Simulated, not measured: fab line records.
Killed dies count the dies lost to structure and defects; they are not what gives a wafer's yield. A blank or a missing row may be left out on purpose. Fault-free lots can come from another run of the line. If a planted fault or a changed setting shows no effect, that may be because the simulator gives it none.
Which of the tools did it? | flow nandHarc | 36 wafers from 12 lots sampled at 5 of the route's 1159 steps

== WHAT THE GAUGES SHOWED, per wafer ==
NHARC_A_M0_CD_MEAS_09: target cd 80 nm. Usual: cdNm at 80.1 nm, with a standard deviation of 0.58.
lot  | measured     | on       | cdNm (nm)      | flag
L816 | day 17 19:34 | cdSem-02 | 80.8 80.0 80.9 | 
L817 | day 17 20:25 | cdSem-02 | 80.9 80.7 80.1 | 
L824 | day 20 18:23 | cdSem-01 | 80.4 80.3 79.8 | 
L828 | day 20 22:21 | cdSem-02 | 79.2 80.8 80.1 | 
L827 | day 21 14:15 | cdSem-02 | 79.7 79.9 79.9 | 
L830 | day 21 14:47 | cdSem-01 | 80.3 78.8 79.5 | 
L831 | day 21 21:36 | cdSem-01 | 80.9 80.1 79.4 | 
L832 | day 22 03:26 | cdSem-01 | 80.0 80.4 79.7 | 
L835 | day 22 04:35 | cdSem-03 | 79.7 80.1 80.0 | 
L837 | day 22 20:46 | cdSem-02 | 81.4 80.3 79.8 | 
L836 | day 23 02:56 | cdSem-03 | 80.6 78.8 80.3 | 
L838 | day 23 13:29 | cdSem-03 | 80.6 79.8 80.3 | 

NHARC_END_SORT_01. Usual: defectLimitedYield 95.6 %, standard deviation 1.6; killedAtArray 26, standard deviation 11; killedAtOther 0.4, standard deviation 0.78; killedAtPeriphery 3.4, standard deviation 2.4; killedDies 29, standard deviation 11; killedOpen 3.1, standard deviation 1.9; killedShort 1.9, standard deviation 1.4; sort_bin_2_pct 1.3 %, standard deviation 0.63; sort_bin_3_pct 0.20 %, standard deviation 0.18; sort_bin_4_pct 2.8 %, standard deviation 1.1; sortNPass 648, standard deviation 11; sortRimYieldPct 95 %, standard deviation 3.4; sortYieldPct 95.6 %, standard deviation 1.6.
lot  | measured     | on        | defectLimitedYield (%) | killedAtArray | killedAtOther | killedAtPeriphery | killedDies  | killedOpen | killedShort | sort_bin_2_pct (%) | sort_bin_3_pct (%) | sort_bin_4_pct (%) | sortNPass | sortRimYieldPct (%) | sortYieldPct (%) | flag
L824 | day 24 08:08 | prober-02 | 0 0 0                  | 676 674 673   | 0 0 1         | 1 3 3             | 677 677 677 | 2 4 2      | 4 1 0       | 97.9 97.9 98.5     | 0.15 0 0           | 1.9 2.1 1.5        | 0 0 0     | 0 0 0               | 0 0 0            | OFF
L828 | day 24 08:00 | prober-01 | 0 0 0                  | 673 675 674   | 0 0 2         | 4 2 1             | 677 677 677 | 1 2 1      | 0 0 1       | 96.3 95.3 95.7     | 0.74 0.30 0.30     | 3.0 4.4 4.0        | 0 0 0     | 0 0 0               | 0 0 0            | OFF
L827 | day 24 15:58 | prober-02 | 0 0 0                  | 676 669 669   | 0 1 1         | 1 7 7             | 677 677 677 | 3 6 8      | 4 0 1       | 97.0 97.0 96.9     | 0.15 0 0           | 2.8 3.0 3.1        | 0 0 0     | 0 0 0               | 0 0 0            | OFF

== WHAT TOOL EACH LOT RAN ON (gives the tool, then ch and the chambers of the sampled wafers, and finally the start) ==
lot  | NHARC_A_CONTACT_STRIP_26                     | NHARC_A_BLC_DEGAS_30        | NHARC_A_M0_DEP_00
L816 | rieDiel-04 ch 1,3, day 17 11:29 or earlier   | pvdSputter-03, day 17 11:29 | pecvd-02 ch 0,1,2, day 17 18:44
L817 | rieDiel-04 ch 0,2,3, day 17 13:02 or earlier | pvdSputter-01, day 17 13:02 | pecvd-04 ch 1,2, day 17 19:38
L824 | rieDiel-04 ch 2,3, day 20 12:01 or earlier   | pvdSputter-02, day 20 12:01 | pecvd-04 ch 0,1,2, day 20 17:33
L828 | rieDiel-13 ch 0,2,3, day 20 12:56 or earlier | pvdSputter-02, day 20 12:56 | pecvd-04 ch 0,1,2, day 20 21:31
L827 | rieDiel-13 ch 0,2, day 20 23:28 or earlier   | pvdSputter-03, day 20 23:28 | pecvd-01 ch 0,2, day 21 13:31
L830 | rieDiel-06 ch 0,1,2, day 21 00:35 or earlier | pvdSputter-03, day 21 00:35 | pecvd-04 ch 0,1,2, day 21 13:59
L831 | rieDiel-06 ch 1,2,3, day 21 17:46 or earlier | pvdSputter-02, day 21 17:46 | pecvd-04 ch 1,2, day 21 20:44
L832 | rieDiel-04 ch 0,1,2, day 21 19:09 or earlier | pvdSputter-02, day 21 19:09 | pecvd-01 ch 0,2, day 22 02:28
L835 | rieDiel-04 ch 0,1,3, day 21 22:46 or earlier | pvdSputter-02, day 21 22:46 | pecvd-01 ch 0,2, day 22 03:50
L837 | rieDiel-06 ch 0,2,3, day 22 18:23 or earlier | pvdSputter-03, day 22 18:23 | pecvd-04 ch 0,1,2, day 22 19:59
L836 | rieDiel-06 ch 1,2, day 22 19:47 or earlier   | pvdSputter-02, day 22 19:47 | pecvd-01 ch 0,1, day 23 02:09
L838 | rieDiel-04 ch 0,2, day 23 11:19 or earlier   | pvdSputter-02, day 23 11:19 | pecvd-04 ch 1,2, day 23 12:45
- NHARC_A_CONTACT_STRIP_26: strips in O2.
- NHARC_A_BLC_DEGAS_30: time 60 s.
- NHARC_A_M0_DEP_00: deposits SiOC, target thk 150 nm.

== WHAT THE TOOLS THEMSELVES READ (means of the sampled wafers that have a number; where no wafer has one, the mark that the record gives instead) ==
NHARC_A_CONTACT_STRIP_26. Usual: drypumpMotorCurrentA 5.7 A, standard deviation 0.43; oesProductAu 1.001 a.u., standard deviation 0.0092; rfVppV 57.7 V, standard deviation 0.91; showerheadPlenumPTorr 3.55 Torr, standard deviation 0.15; throttleValvePct 17.035 %, standard deviation 0.0089.
lot  | tool       | drypumpMotorCurrentA (A) | oesProductAu (a.u.) | rfVppV (V) | showerheadPlenumPTorr (Torr) | throttleValvePct (%) | flag
L816 | rieDiel-04 | 5.2                      | 0.998               | 56.9       | 3.49                         | 17.036               | 
L817 | rieDiel-04 | 5.6                      | 1.002               | 56.9       | 3.48                         | 17.038               | 
L824 | rieDiel-04 | 5.3                      | 0.993               | 56.8       | 3.39                         | 17.033               | 
L828 | rieDiel-13 | 5.9                      | 1.005               | 59.2       | 3.71                         | 17.035               | 
L827 | rieDiel-13 | 6.0                      | 1.005               | 58.3       | 3.62                         | 17.037               | 
L830 | rieDiel-06 | 6.3                      | 1.007               | 57.2       | 3.59                         | 17.034               | 
L831 | rieDiel-06 | 6.4                      | 1.001               | 57.9       | 3.67                         | 17.037               | 
L832 | rieDiel-04 | 5.8                      | 0.998               | 57.7       | 3.59                         | 17.026               | 
L835 | rieDiel-04 | 5.5                      | 1.001               | 57.1       | 3.55                         | 17.045               | 
L837 | rieDiel-06 | 6.2                      | 1.005               | 57.6       | 3.63                         | 17.038               | 
L836 | rieDiel-06 | 6.6                      | 1.003               | 58.0       | 3.61                         | 17.033               | 
L838 | rieDiel-04 | 5.8                      | 1.006               | 57.5       | 3.50                         | 17.032               | 

NHARC_A_BLC_DEGAS_30. Usual: heaterPowerW at 460 W, with a standard deviation of 43.
lot  | tool          | heaterPowerW (W) | flag
L816 | pvdSputter-03 | 426              | 
L817 | pvdSputter-01 | 500              | 
L824 | pvdSputter-02 | 457              | 
L828 | pvdSputter-02 | 455              | 
L827 | pvdSputter-03 | 428              | 
L830 | pvdSputter-03 | 481              | 
L831 | pvdSputter-02 | 455              | 
L832 | pvdSputter-02 | 466              | 
L835 | pvdSputter-02 | 468              | 
L837 | pvdSputter-03 | 461              | 
L836 | pvdSputter-02 | 448              | 
L838 | pvdSputter-02 | 464              | 

NHARC_A_M0_DEP_00. Usual: chamberPressureTorr 5.001 Torr, standard deviation 0.01; rfFwdPowerW 598.9 W, standard deviation 1.8.
lot  | tool     | chamberPressureTorr (Torr) | rfFwdPowerW (W) | flag
L816 | pecvd-02 | 4.998                      | 600.2           | 
L817 | pecvd-04 | 4.990                      | 598.5           | 
L824 | pecvd-04 | -                          | -               | OFF
L828 | pecvd-04 | -                          | -               | OFF
L827 | pecvd-01 | -                          | -               | OFF
L830 | pecvd-04 | 5.007                      | 597.4           | 
L831 | pecvd-04 | 5.003                      | 599.6           | 
L832 | pecvd-01 | 5.004                      | 598.0           | 
L835 | pecvd-01 | 4.993                      | 598.9           | 
L837 | pecvd-04 | 5.005                      | 598.4           | 
L836 | pecvd-01 | 4.985                      | 600.4           | 
L838 | pecvd-04 | 5.010                      | 598.6           | 

== THE ANSWER, worked out from the rows above alone ==
Rule: a lot counts as off when the mean over its wafers that have a number is more than 3 standard deviations away from the usual mean. A lot without any number at a reading at which 4 lots or more have one is off too. Where the step has rows for the other lots, those lots are counted as sound. Order of review: gauges by route order, followed by the tools' own readings, for which a lot's mean as printed above is used. At the first step where some lot is off, the reading lying furthest off is the one used; lots without a number count as furthest.
Off: L824, L828, L827 (NHARC_END_SORT_01, sort_bin_2_pct). Neither off nor sound, because the step has no rows for them: L816, L817, L830, L831, L832, L835, L837, L836, L838.
A tool fits if, at a process step before that reading, it ran every lot that is off, and no sound lot after the first of them. The gauges at NHARC_END_SORT_01 aren't tried: what is off there is off at NHARC_A_M0_DEP_00 too, on other tools, and a gauge's error can't cause that. NHARC_A_CONTACT_STRIP_26 gives no start for some lots, so the hours and the order of its lots are those of NHARC_A_BLC_DEGAS_30. Of those tried, none fits.

== WHAT WAS PUT IN BY THE SIMULATOR ==
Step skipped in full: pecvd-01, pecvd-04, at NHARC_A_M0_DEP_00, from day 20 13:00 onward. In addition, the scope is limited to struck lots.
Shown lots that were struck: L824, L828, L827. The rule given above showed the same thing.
